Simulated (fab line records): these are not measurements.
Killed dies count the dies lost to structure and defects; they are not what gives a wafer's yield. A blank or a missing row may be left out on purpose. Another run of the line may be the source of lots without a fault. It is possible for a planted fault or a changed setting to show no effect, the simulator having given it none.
Lot-split experiment + flow n5-finfet + on a route of 1938 steps: 7 lots, 39 wafers read

## SPLIT DETAILS
At N5_DUMMY_GATE_ETCH_37 (etches SOC in N2/H2, target depth 60 nm, overetch 30 nm), the setting source-w was moved away from the recipe's 840 W on 18 of the 39 wafers read, by -19.0% to +14.9%. All remaining wafers had this setting at the recipe value.

The reading comes from the split's own step.

## THE READING
rf-vpp-V, in V, at N5_DUMMY_GATE_ETCH_37 (etches SOC in N2/H2, target depth 60 nm, overetch 30 nm). On this fab line, fault-free wafers typically give 524.1 V with a standard deviation of 2.2 V.

| wafer  | tool, chamber at the split | source-w as run, W | against the recipe | rf-vpp-V, V | against lot-mates on the recipe |
|--------|----------------------------|--------------------|--------------------|-------------|---------------------------------|
| L078.1 | rie-diel-02, 2             | 680.5              | -19.0%             | 563.0       | +37.0                           |
| L078.2 | rie-diel-02, 3             | 680.5              | -19.0%             | 561.2       | +35.2                           |
| L078.3 | rie-diel-02, 0             | 680.5              | -19.0%             | 559.2       | +33.2                           |
| L078.4 | rie-diel-02, 1             | 840                | recipe             | 526.6       | -                               |
| L078.5 | rie-diel-02, 2             | 840                | recipe             | 525.8       | -                               |
| L078.6 | rie-diel-02, 1             | 840                | recipe             | 525.7       | -                               |
| L081.1 | rie-diel-04, 1             | 942.7              | +12.2%             | 506.7       | -15.3                           |
| L081.2 | rie-diel-04, 3             | 840                | recipe             | 520.8       | -                               |
| L081.3 | rie-diel-04, 0             | 942.7              | +12.2%             | 503.4       | -18.6                           |
| L081.4 | rie-diel-04, 2             | 840                | recipe             | 522.3       | -                               |
| L081.5 | rie-diel-04, 1             | 942.7              | +12.2%             | 505.9       | -16.1                           |
| L081.6 | rie-diel-04, 2             | 840                | recipe             | 522.9       | -                               |
| L087.1 | rie-diel-02, 2             | 840                | recipe             | 525.5       | -                               |
| L087.2 | rie-diel-02, 1             | 840                | recipe             | 525.7       | -                               |
| L087.4 | rie-diel-02, 3             | 840                | recipe             | 521.4       | -                               |
| L090.1 | rie-diel-04, 1             | 840                | recipe             | 526.5       | -                               |
| L090.2 | rie-diel-04, 0             | 965.5              | +14.9%             | 500.5       | -23.6                           |
| L090.3 | rie-diel-04, 2             | 840                | recipe             | 523.4       | -                               |
| L090.4 | rie-diel-04, 3             | 965.5              | +14.9%             | 495.9       | -28.2                           |
| L090.5 | rie-diel-04, 0             | 840                | recipe             | 522.3       | -                               |
| L090.6 | rie-diel-04, 1             | 965.5              | +14.9%             | 502.4       | -21.7                           |
| L094.1 | rie-diel-02, 3             | 840                | recipe             | 522.9       | -                               |
| L094.2 | rie-diel-02, 1             | 779.2              | -7.2%              | 540.5       | +17.2                           |
| L094.3 | rie-diel-02, 2             | 840                | recipe             | 525.3       | -                               |
| L094.4 | rie-diel-02, 1             | 779.2              | -7.2%              | 539.5       | +16.2                           |
| L094.5 | rie-diel-02, 2             | 779.2              | -7.2%              | 538.4       | +15.1                           |
| L094.6 | rie-diel-02, 3             | 840                | recipe             | 521.8       | -                               |
| L095.1 | rie-diel-05, 0             | 840                | recipe             | 523.8       | -                               |
| L095.2 | rie-diel-05, 3             | 840                | recipe             | 528.3       | -                               |
| L095.3 | rie-diel-05, 1             | 951.9              | +13.3%             | 504.1       | -21.0                           |
| L095.4 | rie-diel-05, 2             | 840                | recipe             | 523.3       | -                               |
| L095.5 | rie-diel-05, 1             | 951.9              | +13.3%             | 504.9       | -20.2                           |
| L095.6 | rie-diel-05, 0             | 951.9              | +13.3%             | 502.4       | -22.7                           |
| L097.1 | rie-diel-05, 0             | 840                | recipe             | 525.3       | -                               |
| L097.2 | rie-diel-05, 2             | 737.1              | -12.2%             | 545.5       | +20.8                           |
| L097.3 | rie-diel-05, 1             | 840                | recipe             | 524.9       | -                               |
| L097.4 | rie-diel-05, 3             | 737.1              | -12.2%             | 551.7       | +27.0                           |
| L097.5 | rie-diel-05, 3             | 737.1              | -12.2%             | 552.1       | +27.4                           |
| L097.6 | rie-diel-05, 0             | 840                | recipe             | 523.9       | -                               |

THE FIT
A straight line over all 39 wafers: rf-vpp-V changes by -1.79 V for each +1% of source-w; r = -0.99; the points scatter about the line by 2.5 V.
The same after taking each lot's own level away (the mean of its wafers on the recipe; 39 wafers): -1.75 V for each +1%; r = -0.99; scatter 2.4 V.
The reading moves by 33 V for the largest change in source-w, on that fit.
Across the lots, their own levels run from 522.00 to 526.03 V, a range of 1.8 times the standard deviation given above.
Hence the lot-to-lot level has little effect on the slope; both slopes agree.
Check: +34.2 V against its lot-mates is what the line predicts for one of the wafers moved furthest among these (-19.0%) when that wafer is left out of the fit. It came out at +37 V against them.
Tool readings at the split's step, against how far the setting was moved: rf-vpp-V r = -0.99.

## FURTHER SPLITS ON THESE WAFERS
Note: prior to the reading, these wafers also went through further splits. Each is held against what the fit with the lots' levels taken away leaves over:
| other split on the same wafers  | wafers away from the commonest value | r with rf-vpp-V (lot level and that fit taken away) |
|---------------------------------|--------------------------------------|-----------------------------------------------------|
| N5_FIN_SAQP_ETCH_52 source-w    | 18                                   | +0.01                                               |
| N5_DUMMY_GATE_EXPOSE_12 dose-mj | 12                                   | +0.14                                               |

## THE WHOLE CHAIN: every reading that the file lists as answering this split, in the file's order
| step                  | what it does                                            | reading                                                                             | change (the file's fit)                | r (the file's) |
|-----------------------|---------------------------------------------------------|-------------------------------------------------------------------------------------|----------------------------------------|----------------|
| N5_DUMMY_GATE_ETCH_37 | etches SOC in N2/H2, target depth 60 nm, overetch 30 nm | rf-vpp-V                                                                            | -1.75 V for each +1% of the setting    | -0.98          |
| N5_DUMMY_GATE_ETCH_37 | etches SOC in N2/H2, target depth 60 nm, overetch 30 nm | SiARC_of_DUMMY_GATE_COAT_35.thk-nm (the simulator's own value, which no gauge read) | -0.0293 nm for each +1% of the setting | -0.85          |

## THE FILE'S OWN FIT
rf-vpp-V changes by -1.75 V for each +1% of source-w, r = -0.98.
